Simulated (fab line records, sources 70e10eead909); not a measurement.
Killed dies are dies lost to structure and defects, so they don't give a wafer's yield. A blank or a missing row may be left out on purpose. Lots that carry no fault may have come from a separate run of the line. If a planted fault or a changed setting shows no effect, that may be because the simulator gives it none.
One fault through the eyes of 2 desks || flow nand_harc || numbers are kept per desk, each desk with only its own; the story behind them comes last

THE METROLOGY DESK
Means of the sampled wafers that have a number, per lot and without regard to the tool the lot ran on: this is what the gauges read. Marked OUT: a lot whose mean sits more than 4 standard deviations from the usual mean, which makes it out of limits; the brackets give that distance.
Columns: A = cd_nm at NHARC_A_BLC_CD_MEAS_19, usual 99.3 nm; B = cd_nm at NHARC_A_M0_CD_MEAS_09, usual 80.2 nm
{"lot": "L541", "first seen here": "day 17 13:46", "A": 101.4, "B": 80.2}
{"lot": "L543", "first seen here": "day 17 16:04", "A": 99.3, "B": 80.1}
{"lot": "L542", "first seen here": "day 17 16:49", "A": 101.2, "B": 80.1}
{"lot": "L546", "first seen here": "day 17 22:56", "A": 100.1, "B": 80.4}
{"lot": "L544", "first seen here": "day 18 00:06", "A": 98.8, "B": 79.0}
{"lot": "L545", "first seen here": "day 18 20:23", "A": 101.1, "B": 80.3}
{"lot": "L549", "first seen here": "day 19 05:01", "A": 102.4, "B": 80.8}
{"lot": "L558", "first seen here": "day 21 11:50", "A": 99.0, "B": 81.1}
{"lot": "L559", "first seen here": "day 21 18:04", "A": 98.6, "B": 80.4}
{"lot": "L562", "first seen here": "day 23 10:37", "A": 97.1, "B": 80.4}
{"lot": "L563", "first seen here": "day 23 11:22", "A": 99.1, "B": 80.4}
{"lot": "L564", "first seen here": "day 23 11:58", "A": 99.8, "B": 79.9}
Finding of this desk: none of the 12 lots has anything out of limits.

FOR THE TOOL OWNER'S DESK: litho_track-06
Per lot that ran on this tool, the mean of the sampled wafers carrying a number, from the tool's own readings at NHARC_A_M0_SOFTBAKE_04 (time 55 s). Marked OUT: a lot whose mean sits more than 4 standard deviations from the usual mean, which makes it out of limits; the brackets give that distance.
Columns: A = heater_power_total_W at NHARC_A_M0_SOFTBAKE_04, usual 188.46 W; B = resist_line_temp_C at NHARC_A_M0_SOFTBAKE_04, usual 23.00 C
{"lot": "L543", "first seen here": "day 17 20:00", "A": 188.62, "B": 23.05}
{"lot": "L544", "first seen here": "day 18 04:00", "A": 188.40, "B": 22.80}
{"lot": "L545", "first seen here": "day 18 22:00", "A": 188.40, "B": 23.06}
{"lot": "L549", "first seen here": "day 19 13:00", "A": "233.48 (+99 or more) OUT", "B": 23.00}
{"lot": "L563", "first seen here": "day 23 14:00", "A": 188.52, "B": 23.09}
Finding of this desk: L549 out of limits; the first was L549 at day 19 13:00, on heater_power_total_W at NHARC_A_M0_SOFTBAKE_04. In limits: L543, L544, L545, L563.

TAKEN TOGETHER
On L549, at day 19 13:00, an alarm was possible from the tool owner's desk.
Metrology desk: nothing out of limits seen.
The metrology desk has L549 on record, within its limits.
Of the lots named, all ran NHARC_A_M0_SOFTBAKE_04 on litho_track-06.

WHAT THE SIMULATOR PUT IN
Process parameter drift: litho_track-06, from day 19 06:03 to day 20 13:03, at NHARC_A_M0_SOFTBAKE_04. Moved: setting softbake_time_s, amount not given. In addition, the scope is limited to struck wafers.
Lots struck among those shown: L549.
Time in hours from fault onset to the first out-of-limits reading at each desk: the tool owner's desk, 7.
